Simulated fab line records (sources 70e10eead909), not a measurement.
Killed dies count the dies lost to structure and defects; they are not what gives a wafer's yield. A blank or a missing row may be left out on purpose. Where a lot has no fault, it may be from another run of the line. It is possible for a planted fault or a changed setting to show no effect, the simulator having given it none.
Which of the tools did it? + flow nand_harc + 66 wafers from 22 lots sampled at 6 of the route's 1302 steps

== WHAT EACH GAUGE READ, for each wafer ==
The record lacks any reading of a measuring or inspecting step that a usual standard deviation could be used to judge.

== WHICH TOOL RAN EACH LOT (tool, then ch and the chambers of the sampled wafers, then the start) ==
| lot  | NHARC_A_STAIRCASE_ETCH_169         | NHARC_A_STAIRCASE_ETCH_15                     | NHARC_A_STAIRCASE_ETCH_21                     | NHARC_A_STAIRCASE_TRIM_22                     | NHARC_A_STAIRCASE_TRIM_196         | NHARC_A_STAIRCASE_ETCH_203     |
|------|------------------------------------|-----------------------------------------------|-----------------------------------------------|-----------------------------------------------|------------------------------------|--------------------------------|
| L074 | rie_diel-12 ch 1,2, day 15 03:13   | rie_diel-12 ch 2,3, day 15 11:18 or earlier   | rie_diel-09 ch 1,2, day 15 11:18 or earlier   | rie_diel-09 ch 0,3, day 15 11:18 or earlier   | rie_diel-09 ch 1,2,3, day 15 11:18 | rie_diel-09 ch 1,3, no start   |
| L075 | rie_diel-12 ch 0,1,3, day 15 18:19 | rie_diel-12 ch 0,2,3, day 16 01:27 or earlier | rie_diel-12 ch 1,2,3, day 16 01:27 or earlier | rie_diel-12 ch 0,1,3, day 16 01:27 or earlier | rie_diel-12 ch 0,1,3, day 16 01:27 | rie_diel-12 ch 0,1,2, no start |
| L077 | rie_diel-09 ch 0,2,3, day 16 14:21 | rie_diel-13 ch 1,2,3, day 16 21:07 or earlier | rie_diel-13 ch 0,1,3, day 16 21:07 or earlier | rie_diel-13 ch 1,2,3, day 16 21:07 or earlier | rie_diel-09 ch 2,3, day 16 21:07   | rie_diel-09 ch 1,2,3, no start |
| L078 | rie_diel-13 ch 0,1,3, day 16 14:40 | rie_diel-09 ch 0,2,3, day 16 21:41 or earlier | rie_diel-09 ch 0,1, day 16 21:41 or earlier   | rie_diel-09 ch 0,1,3, day 16 21:41 or earlier | rie_diel-13 ch 1,2,3, day 16 21:41 | rie_diel-13 ch 0,1,3, no start |
| L076 | rie_diel-12 ch 1,2,3, day 17 09:45 | rie_diel-09 ch 0,2,3, day 17 16:17 or earlier | rie_diel-09 ch 0,2,3, day 17 16:17 or earlier | rie_diel-09 ch 0,2,3, day 17 16:17 or earlier | rie_diel-12 ch 0,1,3, day 17 16:17 | rie_diel-12 ch 0,2,3, no start |
| L079 | rie_diel-12 ch 1,3, day 17 17:08   | rie_diel-09 ch 0,1,2, day 18 02:27 or earlier | rie_diel-13 ch 1,2,3, day 18 02:27 or earlier | rie_diel-13 ch 2,3, day 18 02:27 or earlier   | rie_diel-13 ch 1,2,3, day 18 02:27 | rie_diel-13 ch 1,2,3, no start |
| L080 | rie_diel-09 ch 0,1,3, day 17 20:16 | rie_diel-13 ch 0,1, day 18 03:44 or earlier   | rie_diel-13 ch 0,3, day 18 03:44 or earlier   | rie_diel-13 ch 1,2,3, day 18 03:44 or earlier | rie_diel-13 ch 1,2,3, day 18 03:44 | rie_diel-13 ch 1,2,3, no start |
| L082 | rie_diel-12 ch 0,2,3, day 18 19:57 | rie_diel-12 ch 0,1,2, day 19 03:13 or earlier | rie_diel-12 ch 0,3, day 19 03:13 or earlier   | rie_diel-12 ch 0,1, day 19 03:13 or earlier   | rie_diel-12 ch 1,2,3, day 19 03:13 | rie_diel-12 ch 0,1,2, no start |
| L083 | rie_diel-12 ch 0,1,3, day 19 08:26 | rie_diel-09 ch 0,1,3, day 19 14:53 or earlier | rie_diel-13 ch 0,3, day 19 14:53 or earlier   | rie_diel-13 ch 1,3, day 19 14:53 or earlier   | rie_diel-09 ch 0,2, day 19 14:53   | rie_diel-09 ch 1,2,3, no start |
| L084 | rie_diel-12 ch 1,2,3, day 20 00:05 | rie_diel-12 ch 1,2,3, day 20 07:11 or earlier | rie_diel-12 ch 2,3, day 20 07:11 or earlier   | rie_diel-12 ch 0,1,3, day 20 07:11 or earlier | rie_diel-09 ch 1,3, day 20 07:11   | rie_diel-09 ch 0,2, no start   |
| L085 | rie_diel-12 ch 1,2,3, day 20 00:09 | rie_diel-09 ch 2,3, day 20 06:58 or earlier   | rie_diel-09 ch 0,1,3, day 20 06:58 or earlier | rie_diel-09 ch 0,1,3, day 20 06:58 or earlier | rie_diel-13 ch 0,1,2, day 20 06:58 | rie_diel-13 ch 1,2, no start   |
| L086 | rie_diel-12 ch 1,2,3, day 20 17:14 | rie_diel-12 ch 0,1,2, day 21 00:23 or earlier | rie_diel-12 ch 1,2, day 21 00:23 or earlier   | rie_diel-12 ch 0,1,2, day 21 00:23 or earlier | rie_diel-09 ch 0,2,3, day 21 00:23 | rie_diel-09 ch 0,1, no start   |
| L087 | rie_diel-09 ch 0,1,3, day 21 07:44 | rie_diel-09 ch 0,1,2, day 21 14:08 or earlier | rie_diel-12 ch 0,2,3, day 21 14:08 or earlier | rie_diel-12 ch 0,1,2, day 21 14:08 or earlier | rie_diel-12 ch 0,1,2, day 21 14:08 | rie_diel-12 ch 0,1,3, no start |
| L089 | rie_diel-12 ch 1,2,3, day 22 01:57 | rie_diel-09 ch 0,1,2, day 22 08:28 or earlier | rie_diel-09 ch 0,1,3, day 22 08:28 or earlier | rie_diel-09 ch 1,2,3, day 22 08:28 or earlier | rie_diel-09 ch 1,2,3, day 22 08:28 | rie_diel-09 ch 1,2,3, no start |
| L088 | rie_diel-12 ch 0,1,2, day 22 02:01 | rie_diel-09 ch 0,3, day 22 09:04 or earlier   | rie_diel-12 ch 2,3, day 22 09:04 or earlier   | rie_diel-12 ch 0,2,3, day 22 09:04 or earlier | rie_diel-13 ch 0,1, day 22 09:04   | rie_diel-13 ch 0,2, no start   |
| L090 | rie_diel-09 ch 0,3, day 22 22:16   | rie_diel-09 ch 0,1,2, day 23 04:52 or earlier | rie_diel-12 ch 0,3, day 23 04:52 or earlier   | rie_diel-12 ch 2,3, day 23 04:52 or earlier   | rie_diel-09 ch 0,1,2, day 23 04:52 | rie_diel-09 ch 0,1,2, no start |
| L092 | rie_diel-12 ch 0,1,2, day 23 07:58 | rie_diel-12 ch 0,1,3, day 23 17:17 or earlier | rie_diel-12 ch 0,1, day 23 17:17 or earlier   | rie_diel-12 ch 0,2, day 23 17:17 or earlier   | rie_diel-13 ch 1,2, day 23 17:17   | rie_diel-13 ch 0,3, no start   |
| L095 | rie_diel-09 ch 0,2,3, day 24 03:31 | rie_diel-12 ch 0,2, day 24 09:55 or earlier   | rie_diel-12 ch 1,2,3, day 24 09:55 or earlier | rie_diel-12 ch 0,3, day 24 09:55 or earlier   | rie_diel-12 ch 1,2, day 24 09:55   | rie_diel-12 ch 0,1,3, no start |
| L094 | rie_diel-12 ch 1,2, day 24 09:23   | rie_diel-12 ch 0,3, day 24 16:08 or earlier   | rie_diel-09 ch 1,2, day 24 16:08 or earlier   | rie_diel-09 ch 0,1,2, day 24 16:08 or earlier | rie_diel-09 ch 0,1,3, day 24 16:08 | rie_diel-09 ch 0,3, no start   |
| L093 | rie_diel-12 ch 0,1, day 24 14:46   | rie_diel-13 ch 0,1, day 24 21:22 or earlier   | rie_diel-12 ch 1,2,3, day 24 21:22 or earlier | rie_diel-12 ch 0,1,2, day 24 21:22 or earlier | rie_diel-13 ch 0,2,3, day 24 21:22 | rie_diel-13 ch 0,1,3, no start |
| L096 | rie_diel-12 ch 1,2,3, day 24 14:56 | rie_diel-13 ch 0,3, day 24 21:41 or earlier   | rie_diel-13 ch 1,2,3, day 24 21:41 or earlier | rie_diel-13 ch 0,1, day 24 21:41 or earlier   | rie_diel-09 ch 2,3, day 24 21:41   | rie_diel-09 ch 1,2, no start   |
| L097 | rie_diel-12 ch 0,1,2, day 25 01:28 | rie_diel-09 ch 1,2,3, day 25 09:13 or earlier | rie_diel-09 ch 2,3, day 25 09:13 or earlier   | rie_diel-09 ch 1,2,3, day 25 09:13 or earlier | rie_diel-09 ch 1,2,3, day 25 09:13 | rie_diel-09 ch 1,2,3, no start |
- NHARC_A_STAIRCASE_ETCH_169: etches the open film in CH3F/O2, target depth 50 nm, time 107.1 s.
- NHARC_A_STAIRCASE_ETCH_15: etches the open film in C4F8/O2, target depth 100 nm, time 40.5 s.
- NHARC_A_STAIRCASE_ETCH_21: etches the open film in C4F8/O2, target depth 100 nm, time 40.5 s.
- NHARC_A_STAIRCASE_TRIM_22: chemistry O2, time 211.2 s.
- NHARC_A_STAIRCASE_TRIM_196: chemistry O2, time 211.2 s.
- NHARC_A_STAIRCASE_ETCH_203: etches the open film in C4F8/O2, target depth 100 nm, time 40.5 s.

== AS READ BY THE TOOLS THEMSELVES (means over the sampled wafers that have a number; for cases with no such wafer, the mark the record gives instead) ==
NHARC_A_STAIRCASE_ETCH_169.
| lot  | tool        | bias_w (W) | drypump_motor_current_A (A) | oes_product_au (a.u.) | rf_vpp_V (V) | showerhead_plenum_p_Torr (Torr) | throttle_valve_pct (%) |
|------|-------------|------------|-----------------------------|-----------------------|--------------|---------------------------------|------------------------|
| L074 | rie_diel-12 | 99.90      | 5.3                         | 0.957                 | 243.5        | 2.41                            | 20.651                 |
| L075 | rie_diel-12 | 100.03     | 5.4                         | 0.939                 | 244.0        | 2.44                            | 20.667                 |
| L077 | rie_diel-09 | 99.90      | 5.8                         | 0.970                 | 246.4        | 2.50                            | 20.659                 |
| L078 | rie_diel-13 | 100.04     | 5.5                         | 0.970                 | 243.8        | 2.45                            | 20.652                 |
| L076 | rie_diel-12 | 100.19     | 5.8                         | 0.966                 | 244.0        | 2.46                            | 20.659                 |
| L079 | rie_diel-12 | 100.16     | 5.3                         | 0.930                 | 244.3        | 2.49                            | 20.661                 |
| L080 | rie_diel-09 | 100.16     | 5.7                         | 0.953                 | 244.0        | 2.42                            | 20.663                 |
| L082 | rie_diel-12 | 99.63      | 5.9                         | 0.962                 | 243.8        | 2.41                            | 20.662                 |
| L083 | rie_diel-12 | 99.88      | 5.4                         | 0.975                 | 243.9        | 2.43                            | 20.674                 |
| L084 | rie_diel-12 | 100.28     | 5.8                         | 0.935                 | 244.4        | 2.45                            | 20.665                 |
| L085 | rie_diel-12 | 100.23     | 5.8                         | 0.926                 | 245.1        | 2.45                            | 20.676                 |
| L086 | rie_diel-12 | 99.79      | 5.8                         | 0.940                 | 244.1        | 2.45                            | 20.670                 |
| L087 | rie_diel-09 | 100.15     | 5.7                         | 0.974                 | 244.4        | 2.41                            | 20.670                 |
| L089 | rie_diel-12 | 99.88      | 5.8                         | 0.950                 | 243.6        | 2.45                            | 20.662                 |
| L088 | rie_diel-12 | 100.04     | 5.4                         | 0.947                 | 245.0        | 2.47                            | 20.660                 |
| L090 | rie_diel-09 | 100.17     | 6.1                         | 0.961                 | 244.4        | 2.50                            | 20.666                 |
| L092 | rie_diel-12 | 99.55      | 5.4                         | 0.972                 | 244.1        | 2.46                            | 20.661                 |
| L095 | rie_diel-09 | 100.06     | 5.8                         | 0.928                 | 245.4        | 2.48                            | 20.671                 |
| L094 | rie_diel-12 | 100.14     | 5.9                         | 0.946                 | 243.2        | 2.36                            | 20.653                 |
| L093 | rie_diel-12 | 100.12     | 4.9                         | 0.957                 | 245.2        | 2.57                            | 20.662                 |
| L096 | rie_diel-12 | 100.10     | 5.8                         | 0.946                 | 244.7        | 2.44                            | 20.668                 |
| L097 | rie_diel-12 | 100.30     | 5.4                         | 0.976                 | 244.0        | 2.46                            | 20.663                 |

NHARC_A_STAIRCASE_ETCH_15.
| lot  | tool        | bias_w (W) | oes_product_au (a.u.) | rf_vpp_V (V) |
|------|-------------|------------|-----------------------|--------------|
| L074 | rie_diel-12 | 1000       | 0.934                 | 895          |
| L075 | rie_diel-12 | 997        | 0.957                 | 893          |
| L077 | rie_diel-13 | 1000       | 0.942                 | 897          |
| L078 | rie_diel-09 | 999        | 0.937                 | 897          |
| L076 | rie_diel-09 | 1000       | 0.945                 | 898          |
| L079 | rie_diel-09 | 1002       | 0.951                 | 893          |
| L080 | rie_diel-13 | 998        | 0.937                 | 891          |
| L082 | rie_diel-12 | 1003       | 0.942                 | 891          |
| L083 | rie_diel-09 | 1001       | 0.949                 | 893          |
| L084 | rie_diel-12 | 997        | 0.949                 | 896          |
| L085 | rie_diel-09 | 999        | 0.939                 | 899          |
| L086 | rie_diel-12 | 999        | 0.947                 | 897          |
| L087 | rie_diel-09 | 1002       | 0.946                 | 893          |
| L089 | rie_diel-09 | 999        | 0.944                 | 900          |
| L088 | rie_diel-09 | 998        | 0.928                 | 896          |
| L090 | rie_diel-09 | 1000       | 0.944                 | 899          |
| L092 | rie_diel-12 | 999        | 0.936                 | 901          |
| L095 | rie_diel-12 | 1002       | 0.948                 | 900          |
| L094 | rie_diel-12 | 999        | 0.951                 | 903          |
| L093 | rie_diel-13 | 1005       | 0.948                 | 890          |
| L096 | rie_diel-13 | 1004       | 0.936                 | 893          |
| L097 | rie_diel-09 | 1002       | 0.931                 | 901          |

NHARC_A_STAIRCASE_ETCH_21.
| lot  | tool        | bias_w (W) | oes_product_au (a.u.) | rf_vpp_V (V) |
|------|-------------|------------|-----------------------|--------------|
| L074 | rie_diel-09 | 1003       | 0.977                 | 891          |
| L075 | rie_diel-12 | 1001       | 0.943                 | 897          |
| L077 | rie_diel-13 | 998        | 0.951                 | 895          |
| L078 | rie_diel-09 | 996        | 0.944                 | 892          |
| L076 | rie_diel-09 | 1001       | 0.938                 | 897          |
| L079 | rie_diel-13 | 1002       | 0.954                 | 895          |
| L080 | rie_diel-13 | 1001       | 0.934                 | 898          |
| L082 | rie_diel-12 | 995        | 0.952                 | 897          |
| L083 | rie_diel-13 | 999        | 0.964                 | 896          |
| L084 | rie_diel-12 | 1000       | 0.940                 | 894          |
| L085 | rie_diel-09 | 1002       | 0.952                 | 895          |
| L086 | rie_diel-12 | 999        | 0.940                 | 893          |
| L087 | rie_diel-12 | 1000       | 0.974                 | 900          |
| L089 | rie_diel-09 | 1001       | 0.938                 | 900          |
| L088 | rie_diel-12 | 1001       | 0.961                 | 898          |
| L090 | rie_diel-12 | 996        | 0.944                 | 903          |
| L092 | rie_diel-12 | 998        | 0.932                 | 901          |
| L095 | rie_diel-12 | 1001       | 0.943                 | 896          |
| L094 | rie_diel-09 | 1000       | 0.973                 | 899          |
| L093 | rie_diel-12 | 1001       | 0.959                 | 894          |
| L096 | rie_diel-13 | 1000       | 0.956                 | 895          |
| L097 | rie_diel-09 | 996        | 0.938                 | 897          |

NHARC_A_STAIRCASE_TRIM_22.
| lot  | tool        | drypump_motor_current_A (A) | oes_product_au (a.u.) | rf_vpp_V (V) | showerhead_plenum_p_Torr (Torr) | throttle_valve_pct (%) |
|------|-------------|-----------------------------|-----------------------|--------------|---------------------------------|------------------------|
| L074 | rie_diel-09 | 5.6                         | 0.995                 | 57.6         | 3.57                            | 17.033                 |
| L075 | rie_diel-12 | 5.4                         | 0.996                 | 58.4         | 3.50                            | 17.026                 |
| L077 | rie_diel-13 | 5.3                         | 1.011                 | 58.2         | 3.51                            | 17.044                 |
| L078 | rie_diel-09 | 5.7                         | 0.999                 | 58.1         | 3.49                            | 17.032                 |
| L076 | rie_diel-09 | 5.8                         | 0.991                 | 58.1         | 3.58                            | 17.038                 |
| L079 | rie_diel-13 | 5.2                         | 1.011                 | 59.2         | 3.56                            | 17.027                 |
| L080 | rie_diel-13 | 5.3                         | 1.004                 | 58.5         | 3.51                            | 17.036                 |
| L082 | rie_diel-12 | 4.9                         | 1.006                 | 57.5         | 3.34                            | 17.041                 |
| L083 | rie_diel-13 | 5.1                         | 1.003                 | 57.7         | 3.54                            | 17.038                 |
| L084 | rie_diel-12 | 5.4                         | 0.999                 | 59.2         | 3.67                            | 17.034                 |
| L085 | rie_diel-09 | 5.7                         | 0.997                 | 57.3         | 3.47                            | 17.043                 |
| L086 | rie_diel-12 | 5.4                         | 1.007                 | 57.5         | 3.55                            | 17.033                 |
| L087 | rie_diel-12 | 5.4                         | 0.997                 | 58.1         | 3.54                            | 17.034                 |
| L089 | rie_diel-09 | 5.9                         | 1.001                 | 58.7         | 3.67                            | 17.044                 |
| L088 | rie_diel-12 | 5.9                         | 1.003                 | 58.7         | 3.62                            | 17.030                 |
| L090 | rie_diel-12 | 6.3                         | 0.993                 | 57.1         | 3.59                            | 17.028                 |
| L092 | rie_diel-12 | 6.0                         | 1.006                 | 57.2         | 3.50                            | 17.028                 |
| L095 | rie_diel-12 | 5.4                         | 1.000                 | 58.3         | 3.76                            | 17.036                 |
| L094 | rie_diel-09 | 5.5                         | 1.005                 | 58.2         | 3.61                            | 17.033                 |
| L093 | rie_diel-12 | 5.4                         | 1.007                 | 57.9         | 3.53                            | 17.041                 |
| L096 | rie_diel-13 | 5.6                         | 1.003                 | 58.0         | 3.42                            | 17.045                 |
| L097 | rie_diel-09 | 5.9                         | 0.998                 | 57.6         | 3.66                            | 17.035                 |

NHARC_A_STAIRCASE_TRIM_196.
| lot  | tool        | drypump_motor_current_A (A) | oes_product_au (a.u.) | rf_vpp_V (V) | showerhead_plenum_p_Torr (Torr) | throttle_valve_pct (%) |
|------|-------------|-----------------------------|-----------------------|--------------|---------------------------------|------------------------|
| L074 | rie_diel-09 | 5.9                         | 0.999                 | 57.8         | 3.51                            | 17.024                 |
| L075 | rie_diel-12 | 5.4                         | 1.001                 | 57.4         | 3.50                            | 17.051                 |
| L077 | rie_diel-09 | 6.2                         | 1.002                 | 58.9         | 3.64                            | 17.039                 |
| L078 | rie_diel-13 | 5.3                         | 1.006                 | 57.5         | 3.51                            | 17.044                 |
| L076 | rie_diel-12 | 5.4                         | 1.000                 | 58.4         | 3.49                            | 17.024                 |
| L079 | rie_diel-13 | 5.3                         | 1.004                 | 57.9         | 3.50                            | 17.036                 |
| L080 | rie_diel-13 | 5.3                         | 1.008                 | 57.1         | 3.50                            | 17.031                 |
| L082 | rie_diel-12 | 5.9                         | 0.999                 | 57.8         | 3.52                            | 17.040                 |
| L083 | rie_diel-09 | 5.4                         | 0.999                 | 58.1         | 3.53                            | 17.021                 |
| L084 | rie_diel-09 | 6.2                         | 1.002                 | 56.9         | 3.52                            | 17.036                 |
| L085 | rie_diel-13 | 5.8                         | 1.006                 | 57.5         | 3.40                            | 17.037                 |
| L086 | rie_diel-09 | 5.8                         | 0.999                 | 57.9         | 3.57                            | 17.037                 |
| L087 | rie_diel-12 | 5.4                         | 1.008                 | 57.9         | 3.54                            | 17.037                 |
| L089 | rie_diel-09 | 5.9                         | 1.004                 | 58.5         | 3.67                            | 17.030                 |
| L088 | rie_diel-13 | 6.0                         | 0.998                 | 56.8         | 3.38                            | 17.039                 |
| L090 | rie_diel-09 | 5.5                         | 0.995                 | 58.2         | 3.61                            | 17.036                 |
| L092 | rie_diel-13 | 5.4                         | 1.006                 | 57.9         | 3.43                            | 17.037                 |
| L095 | rie_diel-12 | 5.9                         | 1.001                 | 57.7         | 3.39                            | 17.037                 |
| L094 | rie_diel-09 | 5.7                         | 0.995                 | 58.6         | 3.64                            | 17.033                 |
| L093 | rie_diel-13 | 5.8                         | 1.005                 | 57.6         | 3.43                            | 17.041                 |
| L096 | rie_diel-09 | 6.2                         | 1.001                 | 57.3         | 3.60                            | 17.042                 |
| L097 | rie_diel-09 | 5.9                         | 1.011                 | 58.9         | 3.66                            | 17.039                 |

NHARC_A_STAIRCASE_ETCH_203.
| lot  | tool        | bias_w (W) | oes_product_au (a.u.) | rf_vpp_V (V) |
|------|-------------|------------|-----------------------|--------------|
| L074 | rie_diel-09 | 998.2      | 0.941                 | 896          |
| L075 | rie_diel-12 | 998.9      | 0.957                 | 891          |
| L077 | rie_diel-09 | 998.3      | 0.951                 | 895          |
| L078 | rie_diel-13 | 999.6      | 0.956                 | 895          |
| L076 | rie_diel-12 | 1002.8     | 0.937                 | 894          |
| L079 | rie_diel-13 | 998.0      | 0.941                 | 895          |
| L080 | rie_diel-13 | 1001.8     | 0.948                 | 896          |
| L082 | rie_diel-12 | 1002.1     | 0.945                 | 890          |
| L083 | rie_diel-09 | 1000.0     | 0.943                 | 894          |
| L084 | rie_diel-09 | 1000.5     | 0.948                 | 898          |
| L085 | rie_diel-13 | 999.5      | 0.943                 | 893          |
| L086 | rie_diel-09 | 997.6      | 0.953                 | 889          |
| L087 | rie_diel-12 | 1000.6     | 0.950                 | 901          |
| L089 | rie_diel-09 | 1001.0     | 0.941                 | 901          |
| L088 | rie_diel-13 | 999.5      | 0.952                 | 890          |
| L090 | rie_diel-09 | 1001.5     | 0.938                 | 899          |
| L092 | rie_diel-13 | 1002.9     | 0.934                 | 893          |
| L095 | rie_diel-12 | 998.7      | 0.940                 | 899          |
| L094 | rie_diel-09 | 998.0      | 0.937                 | 895          |
| L093 | rie_diel-13 | 1000.5     | 0.937                 | 895          |
| L096 | rie_diel-09 | 999.4      | 0.940                 | 902          |
| L097 | rie_diel-09 | 1000.7     | 0.947                 | 900          |

== THE ANSWER, worked out from the rows above alone ==
Rule: usual is defined by the lots themselves. The widest of any qualifying gaps counts: lots, ordered by their means at a reading, are off when they make up no more than a third of the lots, leave a main group of 4 or more, and stand apart from it by 3 or more times the standard deviation of that group's means. If all means in a main group match to the digits the tables above print for the reading, that group is not used. A lot without any number at a reading at which 4 lots or more have one is off too. Where the step has rows for the other lots, those lots are counted as sound. The gauges are gone through in route order, then the tools' own readings, and for those a lot's mean is taken as printed above. The first step at which some lot is off is used, and at that step the reading that is off furthest; a lot without a number counts as furthest.
No lot is off on any of the readings shown, so nothing can be concluded from this.

== WHAT THE SIMULATOR HAD INSERTED ==
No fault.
